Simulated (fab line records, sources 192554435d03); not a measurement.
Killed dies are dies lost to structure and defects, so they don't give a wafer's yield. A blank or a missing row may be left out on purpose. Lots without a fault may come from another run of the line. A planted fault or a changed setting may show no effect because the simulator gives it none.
Chamber matching | flow n5_finfet | N5_BEOL_M4_ALD_84 on ald_metal-03: 4 sister chambers
The step deposits TaN, pulse time 2 s, purge time 3 s, co reactant purge time 2 s. 14 wafers are shown with their chamber, then 7 later ones without.

WAFERS WITH THEIR CHAMBER
wafer  | chamber | heater_power_w (W)
L075.2 | 3       | 385
L075.4 | 1       | 394
L075.6 | 2       | 429
L077.1 | 2       | 436
L077.2 | 1       | 401
L077.3 | 0       | 452
L083.1 | 2       | 431
L083.4 | 1       | 387
L083.5 | 0       | 442
L087.1 | 3       | 376
L087.2 | 2       | 446
L087.5 | 2       | 422
L089.1 | 2       | 430
L089.2 | 1       | 391

SIGNATURES (means of the wafers above)
reading        | chamber 0 | chamber 1 | chamber 2 | chamber 3 | scatter within a chamber
heater_power_w | 447.00    | 393.25    | 432.33    | 380.50    | 7.22
Rule: a wafer's distance from a chamber is the root of the sum, over the readings, of the square of ((its reading less the chamber's mean) divided by the reading's scatter). The wafer belongs to the nearest chamber; if the next one is less than 2 further off, it can't be placed. The scatter: the root of (the sum of the squares of (reading less its chamber's mean) over the shown wafers, divided by (wafers less chambers)).

WAFERS WITHOUT THEIR CHAMBER
wafer  | heater_power_w (W)
L089.6 | 376
L092.2 | 378
L092.3 | 453
L092.6 | 456
L095.3 | 392
L095.5 | 432
L095.6 | 367

WHICH CHAMBER EACH WENT THROUGH
wafer  | from the rows above     | in truth
L089.6 | can't be placed: 3 or 1 | 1
L092.2 | can't be placed: 3 or 1 | 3
L092.3 | 0                       | 0
L092.6 | 0                       | 0
L095.3 | can't be placed: 1 or 3 | 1
L095.5 | 2                       | 2
L095.6 | can't be placed: 3 or 1 | 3
Placed correctly: 3 of 7. Can't be placed from these rows: 4 (the true chamber is among the candidates in 4). Placed wrongly: 0.
